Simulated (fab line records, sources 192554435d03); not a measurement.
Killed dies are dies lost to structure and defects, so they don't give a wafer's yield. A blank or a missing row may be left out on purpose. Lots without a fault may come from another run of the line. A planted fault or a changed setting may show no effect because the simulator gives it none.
fab line records | flow n5_finfet
record lots=15 wafers=45 last_day=17
route steps=1938 shown SD_EPI_N@275 SD_EPI_P@300
lots that met no fault: from a run of the same line without faults
start_h: hours from the record's first day to the start of the lot's first wafer shown | wait_h: hours since the lot's step before | " the same as in the row above | L1.1+2: a row that stands for several wafers | - no value, or no start given | * or withheld: withheld | < > ~ a bound
route shown NAME@n: a module of which the file shows steps, and the number in the route of the first | usual: mean/standard deviation of fault-free wafers | same: alike in all rows | chamber/n: place in a boat | sites: the reading at each site | _std_site: their standard deviation | _edge_site: outer sites' mean less inner sites' | radius_mm: how far each site lies from the wafer's centre | mask NAME#n: copy n | behind: the tool/chamber that last shaped the wafer | hold: why the lot was held/for how many hours/how that ended | device: the transistor (n, p or np) that didn't switch | end of line: the same wafers' tests at the end of the route | a step without rows: its recipe alone | killed: dies lost to structure and defects at the first sort, not the wafer's yield | map: a wafer's dies, x killed, . not, _ none there
set.NAME: the setting as run; set.NAME@STEP: as run at that earlier step | model.NAME: the simulator's own value behind a step, which no gauge read
steps of the route over a sample of lots; a table a step, a row a wafer
services: from which hour (start_h, from the record's first day; less than 0 if before it) a tool's chamber was out of use, for how many hours, and why
## steps
# step N5_SD_EPI_N_ETCH_35
# recipe chemistry=N2/H2 target=SOC overetch_a=1080 mask_material=SiARC temp_c=40 ion_energy_ev=100 source_w=3000 bias_w=133 pressure_mtorr=20 time_s=486 n2_flow_sccm=200 h2_flow_sccm=200
# usual bias_w=133.0/0.35 drypump_motor_current_A=5.7/0.3 oes_product_au=0.67/0.039 rf_vpp_V=240.8/1.4 showerhead_plenum_p_Torr=2.54/0.085 throttle_valve_pct=23.92/0.26
# columns lot.wafer tool chamber start_h wait_h bias_w drypump_motor_current_A oes_product_au rf_hours_counter_h rf_vpp_V showerhead_plenum_p_Torr throttle_valve_pct
L329.1 rie_diel-06 2 66.70 0.0 133.3 6.3 0.65 214 239.4 2.41 24.00
L329.2 " 0 " " 132.8 5.8 0.68 134 243.0 2.67 24.00
L329.3 " 1 " " 133.9 5.5 0.69 160 241.9 2.54 24.18
L330.2 rie_diel-02 0 71.91 0.0 132.3 5.5 0.66 180 239.3 2.52 23.43
L330.3 " 1 " " 132.6 5.9 0.67 176 243.1 2.63 24.18
L330.6 " 3 " " 133.0 5.6 0.68 - 242.1 2.52 24.10
L332.2 rie_diel-02 1 84.49 0.0 133.1 5.9 0.67 180 242.0 2.63 24.18
L332.3 " 2 " " 133.2 5.4 0.66 189 239.4 2.53 23.66
L332.6 " 2 " " 133.0 5.4 0.66 - 240.7 2.53 23.65
L333.1 rie_diel-02 2 90.79 0.0 132.5 5.4 0.66 191 239.9 2.53 23.64
L333.3 " 3 " " 132.9 5.6 0.67 176 240.0 2.52 24.09
L333.6 " 1 " " 132.7 5.9 0.67 - 242.8 2.63 24.18
L334.2 rie_diel-06 0 95.64 0.0 133.2 5.8 0.68 145 242.0 2.66 23.99
L334.3 " 1 " " 132.8 5.4 0.68 173 240.3 2.54 24.22
L334.5 " 3 " " 133.3 5.2 0.68 - 239.8 2.43 23.54
L335.1 rie_diel-03 0 102.76 0.0 133.0 5.6 0.71 122 239.2 2.46 24.22
L335.2 " 1 " " 133.3 5.3 0.65 163 241.8 2.64 23.87
L335.6 " 3 " " 133.7 5.9 0.81 - 241.5 2.70 23.78
L336.2 rie_diel-02 3 112.09 0.0 133.0 5.6 0.67 183 240.4 2.52 24.12
L336.3 " 2 " " 133.1 5.4 0.66 199 239.2 2.52 23.66
L336.6 " 0 " " 132.8 5.6 0.64 - 239.9 2.51 23.44
L337.1 rie_diel-02 2 115.92 0.0 132.7 5.4 0.66 200 241.0 2.52 23.68
L337.2 " 1 " " 132.6 5.9 0.66 190 242.3 2.63 24.22
L337.3 " 0 " " 133.3 5.6 0.64 194 240.2 2.51 23.43
L338.3 rie_diel-02 0 124.60 0.0 133.2 5.5 0.64 198 241.2 2.51 23.44
L338.5 " 1 " " 132.8 5.8 0.66 - 242.8 2.63 24.20
L338.6 " 0 " " 133.5 5.6 0.64 - 240.9 2.51 23.43
L339.3 rie_diel-02 3 131.23 0.0 132.8 5.6 0.66 191 239.1 2.51 24.12
L339.4 " 0 " " 132.8 5.6 0.63 200 240.0 2.51 23.46
L339.5 " 1 " " 133.2 5.9 0.66 - 242.7 2.62 24.20
L343.2 rie_diel-06 2 150.19 0.0 132.6 6.3 0.63 245 238.0 2.40 24.02
L343.3 " 0 " " 132.6 5.8 0.67 167 242.5 2.65 24.03
L343.6 " 1 " " 132.9 5.5 0.66 - 241.7 2.53 24.23
L344.1 rie_diel-03 2 155.13 0.0 132.9 6.1 0.64 213 241.6 2.51 23.87
L344.2 " 0 " " 132.5 5.5 0.70 140 239.0 2.46 24.25
L344.5 " 3 " " 132.8 5.9 0.78 - 242.1 2.69 23.80
L345.1 rie_diel-03 2 163.60 0.0 132.2 6.1 0.64 216 239.6 2.51 23.87
L345.2 " 1 " " 132.6 5.3 0.64 183 241.4 2.63 23.90
L345.5 " 1 " " 133.0 5.3 0.64 - 242.1 2.63 23.87
L348.2 rie_diel-03 2 179.35 0.0 133.7 6.1 0.64 221 240.0 2.51 23.89
L348.5 " 1 " " 132.3 5.3 0.63 - 241.3 2.63 23.90
L348.6 " 2 " " 133.0 6.1 0.64 - 239.3 2.51 23.86
L349.1 rie_diel-06 1 187.00 0.0 133.0 5.4 0.65 210 240.6 2.52 24.24
L349.4 " 1 " " 133.1 5.4 0.65 - 240.5 2.52 24.25
L349.6 " 0 " " 133.4 5.8 0.66 - 242.2 2.65 24.04
# step N5_SD_EPI_N_ETCHBACK_44
# recipe chemistry=CH3F/O2 mode=anisotropic_etchback target=SiNx target_depth_a=145 stop_on=SiO2 over_etch_frac=0.3 ion_energy_ev=120 pressure_mtorr=30 source_w=395 bias_w=73 Ar_flow_sccm=150 CH3F_flow_sccm=30 O2_flow_sccm=20
# usual bias_w=73.00/0.22 drypump_motor_current_A=5.66/0.3 oes_f_703_au=0.75/0.046 oes_o_777_au=0.75/0.049 oes_product_au=0.64/0.036 rf_vpp_V=297/5.4 showerhead_plenum_p_Torr=2.00/0.063 throttle_valve_pct=16.42/0.21
# columns lot.wafer tool chamber start_h wait_h bias_w drypump_motor_current_A oes_f_703_au oes_o_777_au oes_product_au rf_hours_counter_h rf_vpp_V showerhead_plenum_p_Torr throttle_valve_pct
L329.1 rie_diel-06 2 67.02 0.0 73.19 6.25 0.73 0.73 0.62 214 292 1.91 16.62
L329.2 " 0 " " 72.52 5.82 0.80 0.80 0.65 134 296 2.09 16.41
L329.3 " 1 " " 73.13 5.43 0.75 0.76 0.66 161 309 2.00 16.61
L330.2 rie_diel-02 0 72.23 0.0 73.11 5.63 0.70 0.71 0.62 180 297 1.99 16.27
L330.3 " 1 " " 72.79 5.87 0.75 0.75 0.64 176 301 2.07 16.49
L330.6 " 3 " " 72.92 5.57 0.77 0.77 0.65 - 296 1.99 16.74
L332.2 rie_diel-02 1 84.81 0.0 72.63 5.86 0.75 0.74 0.64 180 303 2.07 16.52
L332.3 " 2 " " 73.28 5.38 0.76 0.75 0.63 189 299 1.99 16.29
L332.6 " 2 " " 73.32 5.40 0.76 0.75 0.63 - 300 1.99 16.30
L333.1 rie_diel-02 2 91.11 0.0 72.88 5.32 0.77 0.74 0.63 191 297 1.99 16.30
L333.3 " 3 " " 72.80 5.56 0.77 0.77 0.65 176 296 1.99 16.76
L333.6 " 1 " " 73.12 5.89 0.75 0.74 0.64 - 302 2.07 16.50
L334.2 rie_diel-06 0 95.97 0.0 72.95 5.80 0.79 0.78 0.65 145 295 2.09 16.42
L334.3 " 1 " " 72.73 5.45 0.73 0.75 0.65 173 308 2.00 16.66
L334.5 " 3 " " 73.08 5.26 0.74 0.75 0.65 - 293 1.91 16.06
L335.1 rie_diel-03 0 103.09 0.0 73.25 5.55 0.81 0.80 0.68 122 295 1.92 16.29
L335.2 " 1 " " 72.92 5.28 0.76 0.76 0.62 163 289 2.07 16.29
L335.6 " 3 " " 73.28 5.91 0.91 0.93 0.77 - 299 2.11 16.07
L336.2 rie_diel-02 3 112.41 0.0 73.13 5.57 0.76 0.76 0.64 184 295 1.99 16.77
L336.3 " 2 " " 72.94 5.41 0.75 0.75 0.63 199 299 1.98 16.30
L336.6 " 0 " " 73.31 5.60 0.69 0.70 0.62 - 297 1.99 16.29
L337.1 rie_diel-02 2 116.25 0.0 73.17 5.42 0.75 0.74 0.62 200 298 1.98 16.30
L337.2 " 1 " " 73.02 5.85 0.75 0.73 0.64 190 302 2.06 16.52
L337.3 " 0 " " 73.38 5.59 0.69 0.69 0.61 194 298 1.99 16.30
L338.3 rie_diel-02 0 124.92 0.0 73.05 5.60 0.68 0.69 0.61 198 299 1.99 16.32
L338.5 " 1 " " 72.66 5.85 0.74 0.73 0.63 - 303 2.06 16.53
L338.6 " 0 " " 73.14 5.59 0.68 0.69 0.61 - 297 1.99 16.33
L339.3 rie_diel-02 3 131.56 0.0 72.54 5.58 0.76 0.75 0.64 191 294 1.98 16.80
L339.4 " 0 " " 72.64 5.60 0.68 0.69 0.61 200 298 1.98 16.32
L339.5 " 1 " " 73.12 5.87 0.74 0.73 0.64 - 302 2.06 16.54
L343.2 rie_diel-06 2 150.51 0.0 73.31 6.27 0.72 0.71 0.60 245 290 1.90 16.69
L343.3 " 0 " " 72.81 5.80 0.77 0.77 0.64 167 294 2.08 16.46
L343.6 " 1 " " 73.07 5.44 0.72 0.73 0.63 - 309 1.99 16.70
L344.1 rie_diel-03 2 155.45 0.0 72.87 6.12 0.72 0.72 0.61 214 292 1.98 16.24
L344.2 " 0 " " 73.20 5.54 0.80 0.78 0.66 140 296 1.92 16.34
L344.5 " 3 " " 72.65 5.91 0.87 0.89 0.75 - 300 2.11 16.10
L345.1 rie_diel-03 2 163.92 0.0 73.19 6.13 0.72 0.72 0.61 216 291 1.98 16.25
L345.2 " 1 " " 72.98 5.27 0.75 0.74 0.61 183 287 2.06 16.31
L345.5 " 1 " " 72.91 5.28 0.75 0.75 0.61 - 287 2.06 16.32
L348.2 rie_diel-03 2 179.68 0.0 72.94 6.15 0.72 0.72 0.61 221 292 1.98 16.26
L348.5 " 1 " " 73.15 5.29 0.74 0.74 0.61 - 288 2.06 16.32
L348.6 " 2 " " 72.84 6.12 0.72 0.71 0.61 - 293 1.98 16.28
L349.1 rie_diel-06 1 187.33 0.0 72.93 5.40 0.71 0.72 0.63 210 309 1.99 16.72
L349.4 " 1 " " 72.70 5.42 0.71 0.72 0.62 - 309 1.99 16.70
L349.6 " 0 " " 72.97 5.79 0.76 0.75 0.63 - 294 2.07 16.49
# step N5_SD_EPI_P_EXPOSE_06
# recipe mask_id=SD_P_BLK na=1.35 source_shape=conventional sigma_outer=0.8 polarization=unpolarized target_cd_nm=240 dose_mj=39.5
# usual exposure_dose_mJ_cm2=39.47/0.042 focus_offset_nm=0.0/0.56
# columns lot.wafer tool chamber start_h wait_h mask exposure_dose_mJ_cm2 focus_offset_nm
L329.1 arfi_scanner-02 0 71.68 - SD_P_BLK#0 39.45 0.0
L329.2 " 0 " " SD_P_BLK#0 39.44 0.1
L329.3 " 0 " " SD_P_BLK#0 39.48 -0.4
L330.2 arfi_scanner-03 0 77.13 - SD_P_BLK#0 39.47 -0.3
L330.3 " 0 " " SD_P_BLK#0 39.43 0.4
L330.6 " 0 " " SD_P_BLK#0 39.47 1.0
L332.2 arfi_scanner-02 0 88.64 - SD_P_BLK#0 39.44 -0.5
L332.3 " 0 " " SD_P_BLK#0 39.40 -0.3
L332.6 " 0 " " SD_P_BLK#0 39.42 0.5
L333.1 arfi_scanner-03 0 95.30 - SD_P_BLK#0 39.53 -0.5
L333.3 " 0 " " SD_P_BLK#0 39.48 -1.0
L333.6 " 0 " " SD_P_BLK#0 39.53 0.0
L334.2 arfi_scanner-02 0 100.14 - SD_P_BLK#0 39.45 -0.5
L334.3 " 0 " " SD_P_BLK#0 39.44 -0.9
L334.5 " 0 " " SD_P_BLK#0 39.41 -0.8
L335.1 arfi_scanner-03 0 106.91 - SD_P_BLK#0 39.49 0.4
L335.2 " 0 " " SD_P_BLK#0 39.48 0.3
L335.6 " 0 " " SD_P_BLK#0 39.52 -0.4
L336.2 arfi_scanner-02 0 116.26 - SD_P_BLK#0 39.46 1.0
L336.3 " 0 " " SD_P_BLK#0 39.46 0.2
L336.6 " 0 " " SD_P_BLK#0 39.45 0.7
L337.1 arfi_scanner-01 0 120.06 - SD_P_BLK#0 39.52 -0.7
L337.2 " 0 " " SD_P_BLK#0 39.50 -1.3
L337.3 " 0 " " SD_P_BLK#0 39.51 -0.2
L338.3 arfi_scanner-02 0 128.76 - SD_P_BLK#0 39.45 -0.5
L338.5 " 0 " " SD_P_BLK#0 39.46 -0.7
L338.6 " 0 " " SD_P_BLK#0 39.49 -0.1
L339.3 arfi_scanner-02 0 135.24 - SD_P_BLK#0 39.52 -1.0
L339.4 " 0 " " SD_P_BLK#0 39.46 -0.6
L339.5 " 0 " " SD_P_BLK#0 39.53 0.7
L343.2 arfi_scanner-03 - 154.21 - SD_P_BLK#0 - -
L343.3 " - " " SD_P_BLK#0 - -
L343.6 " - " " SD_P_BLK#0 - -
L344.1 arfi_scanner-02 - 160.09 - SD_P_BLK#0 - -
L344.2 " - " " SD_P_BLK#0 - -
L344.5 " - " " SD_P_BLK#0 - -
L345.1 arfi_scanner-02 - 167.60 - SD_P_BLK#0 - -
L345.2 " - " " SD_P_BLK#0 - -
L345.5 " - " " SD_P_BLK#0 - -
L348.2 arfi_scanner-02 0 184.95 - SD_P_BLK#0 39.41 0.4
L348.5 " 0 " " SD_P_BLK#0 39.48 -0.2
L348.6 " 0 " " SD_P_BLK#0 39.40 0.2
L349.1 arfi_scanner-03 0 192.01 - SD_P_BLK#0 39.52 -0.4
L349.4 " 0 " " SD_P_BLK#0 39.48 0.9
L349.6 " 0 " " SD_P_BLK#0 39.53 0.6
# step N5_SD_EPI_P_ETCH_16
# recipe chemistry=CHF3/O2 target=SiO2 target_depth_a=50 mask_material=SOC pressure_mtorr=30 source_w=650 bias_w=170 Ar_flow_sccm=200 CHF3_flow_sccm=50 O2_flow_sccm=5 ion_energy_ev=200
# usual CHF3_flow_sccm=50.00/0.15 bias_w=170.0/0.52 drypump_motor_current_A=5.8/0.41 oes_f_703_au=0.79/0.074 oes_o_777_au=0.79/0.073 oes_product_au=0.80/0.079 rf_vpp_V=521/10 showerhead_plenum_p_Torr=2.41/0.083 throttle_valve_pct=18.87/0.14
# columns lot.wafer tool chamber start_h wait_h CHF3_flow_sccm bias_w drypump_motor_current_A oes_f_703_au oes_o_777_au oes_product_au rf_hours_counter_h rf_vpp_V showerhead_plenum_p_Torr throttle_valve_pct
L329.1 rie_diel-05 1 72.51 0.1 49.98 169.3 6.1 0.84 0.84 0.83 76 519 2.36 18.97
L329.2 " 3 " " 49.92 169.3 6.3 0.77 0.76 0.74 188 507 2.47 18.78
L329.3 " 2 " " 49.79 169.4 5.3 0.82 0.81 0.83 74 543 2.43 18.98
L330.2 rie_diel-04 3 77.96 0.1 49.95 170.0 5.7 0.70 0.71 0.70 217 519 2.28 18.96
L330.3 " 1 " " 49.84 170.3 5.8 0.94 0.91 0.93 16 527 2.56 18.82
L330.6 " 3 " " 49.93 169.9 5.7 0.70 0.71 0.69 - 520 2.28 18.97
L332.2 rie_diel-01 3 89.46 0.1 50.21 169.4 6.0 0.78 0.79 0.79 125 520 2.44 18.81
L332.3 " 2 " " 49.79 170.2 5.2 0.85 0.86 0.86 66 514 2.36 18.96
L332.6 " 3 " " 50.00 170.1 6.0 0.78 0.79 0.80 - 520 2.44 18.81
L333.1 rie_diel-01 2 96.13 0.1 50.27 169.8 5.1 0.85 0.85 0.85 69 514 2.36 18.96
L333.3 " 3 " " 50.16 169.9 6.0 0.77 0.79 0.79 127 520 2.44 18.81
L333.6 " 1 " " 50.02 170.2 6.3 0.87 0.86 0.88 - 512 2.37 18.59
L334.2 rie_diel-04 2 100.96 0.1 50.21 168.8 5.6 0.67 0.67 0.68 244 526 2.28 18.94
L334.3 " 1 " " 49.95 169.5 5.8 0.92 0.91 0.91 22 524 2.55 18.82
L334.5 " 2 " " 50.22 169.5 5.6 0.67 0.67 0.68 - 526 2.28 18.94
L335.1 rie_diel-05 1 107.74 0.1 50.01 169.6 6.1 0.81 0.83 0.82 86 519 2.35 18.98
L335.2 " 3 " " 50.04 169.3 6.2 0.76 0.74 0.74 199 507 2.47 18.81
L335.6 " 1 " " 49.90 170.3 6.1 0.83 0.83 0.82 - 520 2.35 18.99
L336.2 rie_diel-04 3 117.08 0.1 49.76 170.1 5.7 0.69 0.70 0.69 228 519 2.28 18.99
L336.3 " 0 " " 50.04 169.2 5.1 0.80 0.77 0.78 135 510 2.43 18.86
L336.6 " 1 " " 50.05 169.3 5.8 0.92 0.90 0.90 - 526 2.55 18.85
L337.1 rie_diel-01 2 120.89 0.1 49.91 169.8 5.1 0.84 0.84 0.84 77 513 2.36 18.96
L337.2 " 0 " " 49.89 169.7 6.1 0.73 0.73 0.73 205 523 2.47 18.83
L337.3 " 1 " " 49.81 169.1 6.3 0.85 0.85 0.87 35 511 2.37 18.59
L338.3 rie_diel-05 3 130.06 0.1 49.95 170.4 6.2 0.76 0.73 0.72 - 507 2.47 18.84
L338.5 " 2 " " 49.99 169.7 5.3 0.80 0.80 0.81 - 542 2.43 19.03
L338.6 " 3 " " 50.19 170.5 6.2 0.76 0.74 0.73 - 507 2.47 18.82
L339.3 rie_diel-01 1 136.15 0.1 50.09 170.3 6.3 0.84 0.84 0.88 41 511 2.36 18.60
L339.4 " 2 " " 50.04 170.0 5.2 0.82 0.84 0.83 - 514 2.35 18.98
L339.5 " 3 " " 49.76 170.4 6.0 0.77 0.78 0.79 - 520 2.43 18.82
L343.2 rie_diel-04 2 155.04 0.1 50.06 169.6 5.6 0.93 0.92 0.96 3 536 2.57 18.54
L343.3 " 0 " " 50.11 169.9 5.1 0.78 0.76 0.77 149 510 2.42 18.88
L343.6 " 3 " " 50.02 170.1 5.7 0.69 0.69 0.68 - 520 2.27 19.01
L344.1 rie_diel-04 3 160.97 0.1 49.75 170.6 5.7 0.68 0.70 0.68 244 520 2.27 19.01
L344.2 " 2 " " 49.94 170.6 5.6 0.91 0.91 0.94 5 534 2.57 18.55
L344.5 " 0 " " 50.19 170.8 5.1 0.78 0.76 0.77 - 510 2.42 18.89
L345.1 rie_diel-04 0 168.43 0.1 49.98 169.5 5.1 0.78 0.76 0.76 154 509 2.42 18.90
L345.2 " 2 " " 50.40 170.7 5.5 0.90 0.91 0.93 8 536 2.57 18.57
L345.5 " 2 " " 50.28 170.5 5.6 0.89 0.90 0.94 - 535 2.57 18.54
L348.2 rie_diel-05 0 186.05 0.1 50.00 170.0 5.9 0.89 0.92 0.93 11 532 2.46 18.78
L348.5 " 0 " " 50.09 169.5 5.9 0.90 0.92 0.93 - 532 2.46 18.77
L348.6 " 1 " " 49.95 170.5 6.1 0.80 0.81 0.79 - 519 2.34 19.04
L349.1 rie_diel-01 1 192.84 0.1 50.32 170.3 6.3 0.81 0.81 0.84 64 510 2.35 18.64
L349.4 " 3 " " 50.04 169.7 6.0 0.76 0.77 0.78 - 517 2.43 18.87
L349.6 " 1 " " 50.08 170.1 6.3 0.81 0.81 0.83 - 510 2.35 18.65
## services
# columns tool chamber start_h hours kind
arfi_scanner-03 - 46.37 3.1 pm
arfi_scanner-03 - 51.68 11.7 repair
rie_diel-04 1 56.27 4.2 repair
rie_diel-02 - 58.78 1.6 repair
rie_diel-02 2 69.19 10.5 repair
rie_diel-04 0 80.56 7.8 repair
arfi_scanner-03 - 81.77 0.8 pm
arfi_scanner-03 - 91.89 0.4 repair
rie_diel-01 - 98.51 2.8 pm
arfi_scanner-02 - 100.38 2.9 repair
arfi_scanner-02 - 110.23 0.8 pm
arfi_scanner-03 - 110.65 1.0 pm
rie_diel-01 3 111.79 13.2 repair
arfi_scanner-03 - 112.06 4.9 pm
arfi_scanner-02 - 113.62 0.5 repair
arfi_scanner-02 - 114.13 1.3 pm
rie_diel-06 3 119.33 22.6 repair
rie_diel-01 0 123.46 131.8 repair
rie_diel-02 1 146.47 3.9 repair
arfi_scanner-03 - 152.25 1.0 pm
rie_diel-01 3 154.67 14.1 repair
arfi_scanner-03 - 157.42 1.3 pm
rie_diel-02 3 185.18 6.4 repair
arfi_scanner-02 - 188.46 1.0 pm
## key
first_sign step=N5_SD_EPI_P_EXPOSE_06 reading=tool_record direction=missing
effect none on later readings
met_at N5_SD_EPI_P_EXPOSE_06
struck_lots L343,L344,L345
rows_end L344.1,L344.2,L344.5,L345.1,L345.2,L345.5
later_rows_left_out L343.2,L343.3,L343.6
sort_left_out L343.2,L343.3,L343.6
tester_left_out L343
not_acting_at N5_SD_EPI_N_ETCH_35,N5_SD_EPI_N_ETCHBACK_44,N5_SD_EPI_P_ETCH_16
onset_between 135.24 154.21
fault kind=skipped_step_whole tool=arfi_scanner-02,arfi_scanner-03 chamber=- onset_h=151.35 steps=N5_SD_EPI_P_EXPOSE_06 scope=struck_lots_only
# tester_left_out: of these lots the tester's yield and bins aren't shown, on N5 and GAA mostly nor the transistor test; their killed dies are dies lost to structure and defects alone, not to doping, threshold or leakage, so they don't give the yield
# sort_left_out: the simulated sort isn't trusted on such a fault, so these wafers' sort isn't shown, and their yield isn't known
# later_rows_left_out: the simulator's readings of these wafers behind a module that went badly wrong aren't trusted and aren't shown, but for the sort
# rows_end: these wafers met a further fault down the route, and their rows from its step on are left out
